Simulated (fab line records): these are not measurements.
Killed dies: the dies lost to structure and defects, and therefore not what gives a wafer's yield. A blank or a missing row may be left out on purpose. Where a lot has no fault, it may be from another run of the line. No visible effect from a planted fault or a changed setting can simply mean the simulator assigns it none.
Matching of chambers    flow nandHarc    NHARC_A_BLC_ALD_23 on aldMetal-03 has 4 sister chambers
The step deposits TiN, target thk 3 nm, pulse time 1 s, ald cycles 150. 18 wafers are shown with their chamber, then 9 later ones without.

## EACH WAFER AND ITS CHAMBER
wafer   chamber  heaterPowerW (W)  precursorPulseHeightRel
L631.1  3        1033              0.978
L631.2  1        1088              1.016
L631.6  1        1093              1.006
L632.3  1        1098              0.996
L632.4  3        1019              1.003
L632.5  1        1111              1.001
L634.2  0        1074              1.011
L634.5  0        1093              0.989
L634.6  1        1091              1.019
L635.2  0        1100              1.023
L635.3  2        1124              1.010
L635.4  3        1012              0.974
L644.1  0        1127              1.011
L644.3  3        962               1.005
L644.4  3        971               0.995
L646.1  2        1155              1.036
L646.3  3        963               0.987
L646.5  0        1132              0.973

SIGNATURES (means of the wafers above)
reading                  chamber 0  chamber 1  chamber 2  chamber 3  scatter within a chamber
heaterPowerW             1105.20    1096.20    1139.50    993.33     24.1
precursorPulseHeightRel  1.00140    1.00760    1.02300    0.99033    0.015
Rule: distance of a wafer from a chamber = root of the sum over the readings of ((wafer's reading minus chamber's mean) / reading's scatter) squared. The wafer belongs to the nearest chamber; if the next one is less than 2 further off, it can't be placed. The scatter is the square root of a quotient: the sum, over the shown wafers, of each reading's squared deviation from its chamber's mean, divided by wafers minus chambers.

## WAFERS WITH NO CHAMBER GIVEN
wafer   heaterPowerW (W)  precursorPulseHeightRel
L647.4  1169              0.979
L647.5  1121              1.018
L647.6  1150              1.032
L648.1  1132              0.970
L648.3  1130              1.010
L648.5  970               0.952
L652.1  995               0.990
L652.4  1143              0.981
L652.6  974               0.978

## CHAMBER TAKEN BY EACH
wafer    from the rows above            in truth
L647.4   can't be placed: 0 or 2 or 1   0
L647.5   can't be placed: 2 or 1 or 0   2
L647.6   2                              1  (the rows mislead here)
L648.1   can't be placed: 0 or 1 or 2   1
L648.3   can't be placed: 2 or 0 or 1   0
L648.5   3                              3
L652.1   3                              3
L652.4   can't be placed: 0 or 1 or 2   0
L652.6   3                              3
Correctly placed: 3 of 9. Unplaceable from these rows: 5, with the true chamber sitting among the candidates in 5. Wrongly placed: 1.
